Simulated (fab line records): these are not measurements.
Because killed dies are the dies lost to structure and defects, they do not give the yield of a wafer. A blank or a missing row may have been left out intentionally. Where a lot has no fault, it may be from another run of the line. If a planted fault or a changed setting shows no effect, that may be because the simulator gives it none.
Matching of chambers -- flow n5Finfet -- N5_BEOL_M5_ALD_86 on aldMetal-04 has 4 sister chambers
The step deposits TaN, pulse time 2 s, purge time 3 s, co reactant purge time 2 s. 8 wafers are shown with their chamber, then 7 later ones without.

== WAFERS, EACH WITH ITS CHAMBER ==
wafer,chamber,heaterPowerW (W),chamberPressureTorr (Torr)
L693.3,2,383,2.997
L696.1,1,376,3.004
L696.6,3,429,3.003
L697.2,1,377,3.005
L697.4,0,408,3.007
L697.5,3,422,3.005
L703.3,2,402,3.005
L703.5,0,416,3.009

== WAFERS WHOSE CHAMBER IS MISSING ==
wafer,heaterPowerW (W),chamberPressureTorr (Torr)
L703.6,434,2.997
L707.2,370,3.005
L707.3,426,3.003
L707.6,389,2.994
L712.1,425,3.015
L712.2,408,3.000
L712.3,377,3.003

== WHICH CHAMBER EACH ONE RAN IN ==
wafer,from the rows above,in truth
L703.6,3,3
L707.2,1,1
L707.3,3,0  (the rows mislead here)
L707.6,can't be placed: 2 or 1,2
L712.1,can't be placed: 0 or 3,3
L712.2,can't be placed: 2 or 3 or 0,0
L712.3,can't be placed: 1 or 2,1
2 of 7 placed correctly. Cannot be placed on the basis of these rows: 4; the candidates contain the true chamber in 4. Wrongly placed: 1.
How it was worked out, from the rows above alone: a wafer's distance from a chamber is the root of the sum, over the readings, of the square of ((its reading less the chamber's mean) divided by the reading's scatter). If the next closest chamber is less than 2 further off than the closest, the wafer can't be placed; otherwise it belongs to the closest. The mean given for a chamber averages the wafers shown for that chamber. The scatter: take each reading less its chamber's mean, square it, sum over the shown wafers, divide by the number of wafers less the number of chambers, and take the root.
